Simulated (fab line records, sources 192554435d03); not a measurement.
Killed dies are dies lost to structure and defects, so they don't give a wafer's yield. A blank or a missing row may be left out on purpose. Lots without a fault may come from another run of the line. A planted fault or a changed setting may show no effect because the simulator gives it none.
Chamber matching | flow n5_finfet | N5_BEOL_M4_ETCH_77 on rie_diel-04: 4 sister chambers
The step etches underlayer in N2/H2, target depth 6.5 nm, time 5.2 s. 8 wafers are shown with their chamber, then 8 later ones without.

WAFERS WITH THEIR CHAMBER
wafer  | chamber | drypump_motor_current_A (A) | showerhead_plenum_p_Torr (Torr)
L079.1 | 2       | 5.1                         | 2.50
L081.4 | 0       | 6.1                         | 2.72
L086.5 | 0       | 6.1                         | 2.70
L086.6 | 3       | 5.1                         | 2.59
L088.2 | 1       | 5.6                         | 2.46
L088.5 | 2       | 5.1                         | 2.49
L088.6 | 1       | 5.5                         | 2.46
L091.1 | 3       | 5.1                         | 2.59

WAFERS WITHOUT THEIR CHAMBER
wafer  | drypump_motor_current_A (A) | showerhead_plenum_p_Torr (Torr)
L091.2 | 5.5                         | 2.46
L091.3 | 5.1                         | 2.49
L092.1 | 6.1                         | 2.70
L092.2 | 5.5                         | 2.46
L092.5 | 5.1                         | 2.59
L096.3 | 5.6                         | 2.46
L096.4 | 5.2                         | 2.49
L096.6 | 5.2                         | 2.49

WHICH CHAMBER EACH WENT THROUGH
wafer  | from the rows above | in truth
L091.2 | 1                   | 1
L091.3 | 2                   | 2
L092.1 | 0                   | 0
L092.2 | 1                   | 1
L092.5 | 3                   | 3
L096.3 | 1                   | 1
L096.4 | 2                   | 2
L096.6 | 2                   | 2
Placed correctly: 8 of 8. Can't be placed from these rows: 0. Placed wrongly: 0.
How it was worked out, from the rows above alone: a wafer's distance from a chamber is the root of the sum, over the readings, of the square of ((its reading less the chamber's mean) divided by the reading's scatter). The wafer belongs to the nearest chamber; if the next one is less than 2 further off, it can't be placed. A chamber's mean is the mean of its shown wafers. The scatter: the root of (the sum of the squares of (reading less its chamber's mean) over the shown wafers, divided by (wafers less chambers)).
